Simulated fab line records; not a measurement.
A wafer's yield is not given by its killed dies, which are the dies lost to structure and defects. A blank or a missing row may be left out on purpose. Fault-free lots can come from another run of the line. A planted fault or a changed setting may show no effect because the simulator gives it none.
Which of the tools did it? ; flow n5Finfet ; Sampling: 12 lots, 36 wafers, 2 of 1938 route steps

## WHAT EACH GAUGE READ, for each wafer
N5_BEOL_M0_SAQP_OVL_MEAS_41.
lot;measured;on;M0_CUT1_OVL (nm)
L074;day 6 07:53;overlay-02;0.8 0.3 0.7
L077;day 6 18:17;overlay-02;0.2 -0.3 -0.5
L079;day 7 02:04;overlay-01;0.1 -0.3 0.3
L081;day 7 09:02;overlay-01;0.0 -0.6 -0.2
L083;day 8 06:41;overlay-01;1.6 0.4 1.0
L085;day 8 23:50;overlay-01;0.9 -0.4 1.0
L087;day 9 10:02;overlay-01;-0.5 -0.7 0.7
L089;day 9 15:16;overlay-02;0.0 0.2 -0.2
L091;day 10 00:23;overlay-02;-1.6 -0.3 -0.4
L092;day 11 13:38;overlay-01;1.0 -0.4 0.3
L095;day 11 15:23;overlay-01;-0.2 0.9 0.8
L096;day 11 15:56;overlay-02;0.2 0.6 0.5

## WHICH TOOL RAN EACH LOT (tool, then ch and the chambers of the sampled wafers, then the start)
lot;N5_BEOL_M0_SAQP_MANDREL2_REMOVE_110
L074;rieSi-03 ch 0,1,2, day 6 07:17
L077;rieSi-03 ch 0,2,3, day 6 17:43
L079;rieSi-04 ch 0,1, day 7 01:34
L081;rieSi-04 ch 0,1, day 7 08:35
L083;rieSi-02 ch 1,3, day 8 06:07
L085;rieSi-02 ch 1,2, day 8 23:16
L087;rieSi-03 ch 0,1,3, day 9 09:28
L089;rieSi-03 ch 1,2,3, day 9 14:47
L091;rieSi-03 ch 0,2,3, day 9 23:56
L092;rieSi-04 ch 1,2,3, day 11 13:02
L095;rieSi-04 ch 2,3, day 11 14:56
L096;rieSi-02 ch 0,2, day 11 15:29
- N5_BEOL_M0_SAQP_MANDREL2_REMOVE_110: chemistry HBr/Cl2/O2, target a-Si, stops on SiCN, bt time 10 s.

## THE ANSWER, worked out from the rows above alone
Rule: what is usual is taken from the lots themselves. Put in order of their means at a reading, lots are off if they are a third of the lots or fewer, leave a main group of 4 or more, and stand apart from it by a gap of 3 or more times the standard deviation of the main group's means; of several such gaps the widest counts. A main group is skipped when, at the precision printed for the reading in the tables above, its means are all equal. Also off: a lot with no number at a reading for which 4 or more lots have one. The other lots that the step has rows for count as sound.
Nothing can be told from this: no lot is off at any reading shown.

## WHAT HAD BEEN PUT IN BY THE SIMULATOR
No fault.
